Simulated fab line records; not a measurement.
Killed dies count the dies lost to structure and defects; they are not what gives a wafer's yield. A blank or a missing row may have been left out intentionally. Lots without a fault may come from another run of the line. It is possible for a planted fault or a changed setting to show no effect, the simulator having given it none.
Which of the tools did it? -- flow n5-finfet -- at 1 step of a route of 1938, 24 lots with 72 wafers sampled

## WHAT THE GAUGES READ, wafer by wafer
N5_BEOL_M11_INSPECT_30: inspects for defects (brightfield).
lot,measured,on,raw-defect-count
L074,day 10 09:46,defect-inspect-01,252 353 286
L076,day 11 07:01,defect-inspect-02,336 359 438
L077,day 11 07:12,defect-inspect-01,351 375 224
L075,day 11 16:59,defect-inspect-01,433 352 276
L078,day 12 00:55,defect-inspect-02,580 481 431
L080,day 12 21:38,defect-inspect-02,394 359 355
L082,day 13 04:30,defect-inspect-01,234 288 335
L079,day 13 04:33,defect-inspect-02,607 401 581
L081,day 13 04:35,defect-inspect-02,621 447 432
L083,day 13 06:48,defect-inspect-01,430 362 527
L085,day 14 03:46,defect-inspect-02,468 396 433
L084,day 14 06:37,defect-inspect-01,339 458 357
L087,day 14 11:10,defect-inspect-02,464 411 520
L088,day 14 11:20,defect-inspect-01,459 671 371
L086,day 14 14:41,defect-inspect-01,355 313 338
L089,day 14 14:52,defect-inspect-01,325 316 286
L090,day 14 20:49,defect-inspect-02,306 332 342
L091,day 15 05:21,defect-inspect-01,333 402 369
L092,day 15 13:10,defect-inspect-01,497 354 511
L093,day 16 04:27,defect-inspect-01,358 414 324
L095,day 16 16:18,defect-inspect-02,463 386 409
L094,day 16 21:34,defect-inspect-01,409 334 301
L096,day 17 00:50,defect-inspect-01,392 367 367
L097,day 17 17:20,defect-inspect-02,500 476 737

## TOOL THAT RAN EACH LOT (tool first, then ch and the chambers of the sampled wafers, then the start)
No process step before these readings appears in the record.

## AS READ BY THE TOOLS THEMSELVES (means over the sampled wafers that have a number; for cases with no such wafer, the mark the record gives instead)
The record holds no such reading with a usual standard deviation.

## THE ANSWER, worked out from the rows above alone
Rule: the lots themselves supply what counts as usual. Put in order of their means at a reading, lots are off if they are a third of the lots or fewer, leave a main group of 4 or more, and stand apart from it by a gap of 3 or more times the standard deviation of the main group's means; of several such gaps the widest counts. A main group is skipped when, at the precision printed for the reading in the tables above, its means are all equal. A lot without any number at a reading at which 4 lots or more have one is off too. All remaining lots with rows at the step are treated as sound. First the gauges in route order, then the tools' own readings, where a lot's mean is used as printed above. The first step at which some lot is off is used, and at that step the reading that is off furthest; a lot without a number counts as furthest.
Across all readings shown, no lot is off: no conclusion can be drawn from this.

## WHAT THE SIMULATOR HAD PUT IN
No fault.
